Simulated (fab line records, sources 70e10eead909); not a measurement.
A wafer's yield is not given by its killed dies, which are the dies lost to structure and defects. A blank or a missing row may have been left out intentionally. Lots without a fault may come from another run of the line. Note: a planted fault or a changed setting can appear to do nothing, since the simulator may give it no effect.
fab line records	flow nand_harc
record lots=13	wafers=39	last_day=24
route steps=1159 shown P_GATE@189 P_CONTACT@229 END@1159
lots that met no fault: taken from a fault-free run of the same line
start_h: hours from the record's opening day to when the first of the lot's shown wafers began	wait_h: how many hours have passed since the lot's step before this one	" same as the row above	L1.1+2: one row covering several wafers at once	- value missing, or start not given	* or withheld: withheld	< > ~ a bound
route shown NAME@n: names a module that has steps shown in the file, with the first one's number in the route	usual: the fault-free wafers' mean and standard deviation	same: alike in all rows	chamber/n: place in a boat	sites: the reading at each site	_std_site: how widely they spread, as a standard deviation	_edge_site: outer sites' mean less inner sites'	radius_mm: for every site, how far away it sits from the centre of the wafer	mask NAME#n: copy n	behind: tool/chamber where the wafer was last shaped	hold: reason for holding the lot/hours on hold/outcome of the hold	device: the n, p or np transistor that did not switch	end of line: the tests these same wafers got at the end of their route	step lacking rows: just its recipe	killed: at the first sort, the dies lost to defects and structure; wafer yield is something else	map: shows each die of a wafer: x if killed, . if not, _ if none is there
set.NAME: the setting that was run; set.NAME@STEP: the one run at that earlier step	model.NAME: the simulator's own value behind a step, which no gauge read
steps of the route over a sample of lots; a table a step, a row a wafer
services: when a tool's chamber went out of use (start_h, in hours from the record's first day, below 0 if earlier), for how many hours, and the reason
## steps
# step NHARC_P_GATE_STRIP_112
# recipe power_w=1500	temp_c=110	time_s=200	chemistry=N2/H2
# usual drypump_motor_current_A=5.9/0.38	heater_power_w=85/5	rf_refl_power_W=13.9/2.3
lot.wafer	tool	chamber	start_h	wait_h	drypump_motor_current_A	heater_power_w	rf_hours_counter_h	rf_refl_power_W
L822.1	plasma_asher-02	0	108.19	0.2	5.4	92	32	15.6
L822.5	"	0	"	"	5.4	92	-	15.9
L822.6	"	1	"	"	6.0	83	-	17.3
L823.2	plasma_asher-02	0	109.46	0.2	5.4	91	32	14.2
L823.3	"	1	"	"	6.0	83	-	17.7
L823.4	"	0	"	"	5.4	88	-	14.4
L824.2	plasma_asher-02	0	112.61	0.2	5.4	92	34	14.9
L824.1	"	1	"	"	6.0	84	34	16.9
L824.4	"	1	"	"	6.0	83	-	17.5
L825.2	plasma_asher-02	0	126.10	0.2	5.4	92	38	14.7
L825.3	"	1	"	"	6.0	83	-	17.0
L825.5	"	1	"	"	6.0	85	-	17.3
L826.3	plasma_asher-02	1	126.64	0.3	6.0	83	-	17.0
L826.6	"	0	"	"	5.4	90	-	14.5
L826.5	"	1	"	"	6.0	83	-	17.0
L828.2	plasma_asher-01	1	142.97	0.2	5.8	88	10	10.8
L828.1	"	0	"	"	6.5	79	10	12.6
L828.6	"	0	"	"	6.4	79	-	12.4
L830.4	plasma_asher-02	0	149.24	0.2	5.4	89	-	14.6
L830.3	"	1	"	"	6.1	84	-	17.2
L830.6	"	0	"	"	5.4	92	-	14.5
L835.2	plasma_asher-01	0	178.18	0.4	6.4	80	22	12.8
L835.3	"	1	"	"	5.9	88	-	10.4
L835.4	"	0	"	"	6.4	79	-	12.4
L834.4	plasma_asher-01	1	180.58	0.2	5.9	89	-	10.5
L834.3	"	0	"	"	6.4	79	-	12.9
L834.5	"	0	"	"	6.5	78	-	13.1
L836.1	plasma_asher-01	0	185.17	0.2	6.5	77	26	12.8
L836.4	"	1	"	"	5.8	90	-	11.2
L836.5	"	1	"	"	5.9	88	-	10.9
L837.2	plasma_asher-01	0	196.40	0.2	6.5	80	30	12.5
L837.3	"	0	"	"	6.5	80	-	13.4
L837.6	"	1	"	"	5.8	88	-	11.4
L842.1	plasma_asher-01	0	216.03	0.2	6.5	79	38	13.2
L842.4	"	0	"	"	6.4	79	-	13.1
L842.6	"	0	"	"	6.5	78	-	12.4
L843.2	plasma_asher-01	0	233.92	0.2	6.5	79	43	12.6
L843.3	"	1	"	"	5.9	88	-	10.9
L843.6	"	0	"	"	6.5	77	-	12.6
# step NHARC_P_GATE_CD_MEAS_91
# recipe target_cd_nm=2000	landing_energy_ev=500
# usual cd_nm=1999/3.3
lot.wafer	tool	chamber	start_h	wait_h	cd_nm
L822.1	cd_sem-01	0	109.37	-	1999
L822.5	"	0	"	"	2000
L822.6	"	0	"	"	1997
L823.2	cd_sem-02	0	110.60	-	1999
L823.3	"	0	"	"	2002
L823.4	"	0	"	"	1996
L824.1	cd_sem-01	0	113.81	-	2002
L824.2	"	0	"	"	2001
L824.4	"	0	"	"	1999
L825.2	cd_sem-01	0	127.30	-	1998
L825.3	"	0	"	"	2001
L825.5	"	0	"	"	1999
L826.3	cd_sem-02	0	127.57	-	1995
L826.5	"	0	"	"	1995
L826.6	"	0	"	"	2003
L828.1	cd_sem-02	0	144.03	-	2004
L828.2	"	0	"	"	1999
L828.6	"	0	"	"	1998
L830.3	cd_sem-02	0	150.35	-	1999
L830.4	"	0	"	"	1994
L830.6	"	0	"	"	1998
L835.2	cd_sem-01	0	179.19	-	1998
L835.3	"	0	"	"	2001
L835.4	"	0	"	"	2000
L834.3	cd_sem-02	0	181.68	-	2001
L834.4	"	0	"	"	1997
L834.5	"	0	"	"	1996
L836.1	cd_sem-01	0	186.32	-	1995
L836.4	"	0	"	"	1993
L836.5	"	0	"	"	1997
L837.2	cd_sem-03	0	197.59	-	1995
L837.3	"	0	"	"	1998
L837.6	"	0	"	"	1995
L842.1	cd_sem-01	0	217.08	-	1999
L842.4	"	0	"	"	2003
L842.6	"	0	"	"	2003
L843.2	cd_sem-01	0	234.98	-	1997
L843.3	"	0	"	"	2000
L843.6	"	0	"	"	2000
# step NHARC_P_GATE_STRIP_95
# recipe power_w=1500	temp_c=250	chemistry=O2
# usual drypump_motor_current_A=5.9/0.38	heater_power_w=321/20	rf_refl_power_W=13.9/2.3
lot.wafer	tool	chamber	start_h	wait_h	drypump_motor_current_A	heater_power_w	rf_hours_counter_h	rf_refl_power_W
L822.1	plasma_asher-01	0	110.63	0.6	6.4	302	2	12.4
L822.6	"	0	"	"	6.5	289	-	12.6
L822.5	"	1	"	"	5.9	333	-	10.2
L823.2	plasma_asher-02	0	112.07	0.6	5.4	333	34	14.3
L823.4	"	0	"	"	5.4	349	-	15.2
L823.3	"	1	"	"	6.0	321	-	17.5
L824.1	plasma_asher-02	1	115.07	0.6	6.0	305	35	16.9
L824.2	"	0	"	"	5.4	346	35	14.1
L824.4	"	0	"	"	5.4	336	-	14.2
L825.2	plasma_asher-02	1	128.55	0.5	6.0	319	39	17.4
L825.3	"	1	"	"	6.0	316	-	16.6
L825.5	"	0	"	"	5.4	331	-	14.7
L826.3	plasma_asher-01	0	128.82	0.4	6.4	296	-	12.9
L826.6	"	0	"	"	6.4	294	-	13.0
L826.5	"	1	"	"	5.9	336	-	11.8
L828.1	plasma_asher-01	1	145.29	0.6	5.9	325	11	10.7
L828.2	"	0	"	"	6.4	291	11	12.8
L828.6	"	0	"	"	6.4	288	-	12.4
L830.4	plasma_asher-01	0	151.60	0.4	6.5	300	-	12.0
L830.3	"	1	"	"	5.9	333	-	10.9
L830.6	"	0	"	"	6.5	299	-	12.3
L835.2	plasma_asher-02	1	180.52	0.5	6.0	311	57	16.9
L835.4	"	0	"	"	5.4	331	-	14.1
L835.3	"	1	"	"	6.0	317	-	17.2
L834.3	plasma_asher-02	0	182.94	0.4	5.4	342	-	15.2
L834.4	"	1	"	"	6.0	321	-	16.5
L834.5	"	0	"	"	5.4	341	-	14.8
L836.1	plasma_asher-01	0	187.56	0.5	6.5	293	27	13.0
L836.4	"	0	"	"	6.5	302	-	12.0
L836.5	"	0	"	"	6.5	297	-	11.8
L837.2	plasma_asher-01	0	198.82	0.6	6.4	289	32	12.9
L837.3	"	1	"	"	5.8	330	-	11.3
L837.6	"	0	"	"	6.4	300	-	13.1
L842.1	plasma_asher-02	0	218.47	0.6	5.4	352	9	14.4
L842.4	"	0	"	"	5.4	356	-	14.9
L842.6	"	1	"	"	6.0	304	-	16.9
L843.2	plasma_asher-02	1	236.27	0.5	6.1	297	13	17.1
L843.3	"	1	"	"	6.0	307	-	17.5
L843.6	"	1	"	"	6.0	298	-	17.1
# step NHARC_P_CONTACT_EXPOSE_09
# recipe na=1.35	target_cd_nm=90	dose_mj=81.26	mask_id=P_CA
lot.wafer	tool	chamber	start_h	wait_h	mask
L822.1+5+6	arfi_scanner-02	0	114.06	-	P_CA#0
L823.2+3+4	arfi_scanner-02	0	115.51	-	P_CA#0
L824.1+2+4	arfi_scanner-03	0	118.52	-	P_CA#0
L825.2+3+5	arfi_scanner-01	0	131.97	-	P_CA#0
L826.3+5+6	arfi_scanner-02	0	132.26	-	P_CA#0
L828.1+2+6	arfi_scanner-02	0	148.64	-	P_CA#0
L830.3+4+6	arfi_scanner-02	0	155.25	-	P_CA#0
L835.2+3+4	arfi_scanner-01	0	184.10	-	P_CA#0
L834.3+4+5	arfi_scanner-02	0	186.23	-	P_CA#0
L836.1+4+5	arfi_scanner-03	0	190.88	-	P_CA#0
L837.2+3+6	arfi_scanner-02	0	202.17	-	P_CA#0
L842.1+4+6	arfi_scanner-01	0	221.75	-	P_CA#0
L843.2+3+6	arfi_scanner-01	0	239.54	-	P_CA#0
# step NHARC_P_CONTACT_OVL_MEAS_13
# usual overlay_x_nm=0.1/0.85	overlay_y_nm=0.0/0.79
lot.wafer	tool	chamber	start_h	wait_h	overlay_x_nm	overlay_y_nm
L822.1	overlay-01	-	114.29	-	0.9	-0.2
L822.5	"	-	"	"	0.8	0.2
L822.6	"	-	"	"	0.6	0.6
L823.2	overlay-01	-	115.73	-	0.2	-0.9
L823.3	"	-	"	"	0.6	-1.3
L823.4	"	-	"	"	0.9	-1.0
L824.1	overlay-02	-	118.75	-	-0.9	-0.1
L824.2	"	-	"	"	-0.6	0.1
L824.4	"	-	"	"	-1.2	0.4
L825.2	overlay-01	-	132.21	-	0.4	-0.6
L825.3	"	-	"	"	-0.1	-0.1
L825.5	"	-	"	"	0.0	-0.9
L826.3	overlay-02	-	132.48	-	0.8	0.1
L826.5	"	-	"	"	1.1	-0.2
L826.6	"	-	"	"	1.1	-0.2
L828.1	overlay-01	-	148.88	-	-1.2	1.1
L828.2	"	-	"	"	-1.3	1.3
L828.6	"	-	"	"	-1.0	1.6
L830.3	overlay-01	-	155.48	-	1.0	0.0
L830.4	"	-	"	"	1.0	0.0
L830.6	"	-	"	"	0.8	-0.1
L835.2	overlay-02	-	184.32	-	-0.3	0.3
L835.3	"	-	"	"	-0.1	0.5
L835.4	"	-	"	"	-0.1	0.3
L834.3	overlay-01	-	186.47	-	10.9	1.8
L834.4	"	-	"	"	10.5	1.4
L834.5	"	-	"	"	10.8	1.1
L836.1	overlay-02	-	191.11	-	0.2	-1.4
L836.4	"	-	"	"	-0.7	-0.9
L836.5	"	-	"	"	-0.9	-1.0
L837.2	overlay-01	-	202.39	-	9.6	-0.8
L837.3	"	-	"	"	10.2	-0.1
L837.6	"	-	"	"	10.1	-0.1
L842.1	overlay-01	-	221.98	-	-0.3	-0.2
L842.4	"	-	"	"	-0.2	0.3
L842.6	"	-	"	"	-0.8	-0.7
L843.2	overlay-02	-	239.77	-	-0.3	1.3
L843.3	"	-	"	"	-0.2	2.0
L843.6	"	-	"	"	-0.4	1.7
# step NHARC_END_SORT_01
# recipe temp_c=25
# usual killed_at_array=24/8.4	killed_at_other=0.7/1.1	killed_at_periphery=2.9/1.7	killed_dies=27/8.6	killed_open=3.3/1.8	killed_short=1.8/1.4
# same gross_dies=677
lot.wafer	tool	chamber	start_h	wait_h	killed_at_array	killed_at_other	killed_at_periphery	killed_dies	killed_open	killed_short
L834.5	prober-01	0	526.66	3.7	12	2	1	15	2	1
# killed by level:class
L834.5 A_CONTACT:chamber_film_flake=4 A_STAIRCASE:chamber_film_flake=3 A_CHANNEL_HOLE_D1:chamber_film_flake=2 A_ONON_D1:geometric_particle:open=1 A_SGD_CUT:geometric_particle:short=1 P_STI:chamber_film_flake=1 STARTING-WAFER:geometric_particle:open=1 A_BLC:chamber_film_flake=1
## services
tool	chamber	start_h	hours	kind
plasma_asher-01	-	99.17	9.0	pm
plasma_asher-01	0	99.17	9.0	vent_cycle
plasma_asher-01	1	99.17	9.0	vent_cycle
arfi_scanner-03	-	100.25	5.4	repair
plasma_asher-01	0	108.17	-	clean
plasma_asher-01	1	108.17	-	clean
arfi_scanner-03	-	120.05	4.8	repair
arfi_scanner-01	0	136.00	-	calibration
arfi_scanner-03	-	140.00	4.0	pm
plasma_asher-01	-	175.15	1.9	repair
plasma_asher-02	-	183.07	9.0	pm
plasma_asher-02	0	183.07	9.0	vent_cycle
plasma_asher-02	1	183.07	9.0	vent_cycle
arfi_scanner-01	-	186.39	0.7	repair
arfi_scanner-03	0	188.96	-	calibration
plasma_asher-02	0	192.07	-	clean
plasma_asher-02	1	192.07	-	clean
arfi_scanner-01	-	196.00	4.0	pm
arfi_scanner-02	0	200.46	-	calibration
plasma_asher-02	-	213.92	3.0	repair
## key
first_sign step=NHARC_P_CONTACT_OVL_MEAS_13	reading=overlay_x_nm	direction=up	sigmas=12	usual=0.1	struck=10.4
effect none on later readings
met_at NHARC_P_CONTACT_EXPOSE_09
struck_lots L834,L837
tester_left_out L834,L837
not_acting_at NHARC_P_GATE_STRIP_112,NHARC_P_GATE_CD_MEAS_91,NHARC_P_GATE_STRIP_95
onset_between 155.25 186.23
fault kind=scanner_matching_overlay	tool=arfi_scanner-02	chamber=-	onset_h=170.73	steps=NHARC_P_CONTACT_EXPOSE_09	offset=10.314
# tester_left_out: of these lots the tester's yield and bins aren't shown, on N5 and GAA mostly nor the transistor test; their killed dies are dies lost to structure and defects alone, not to doping, threshold or leakage, so they don't give the yield
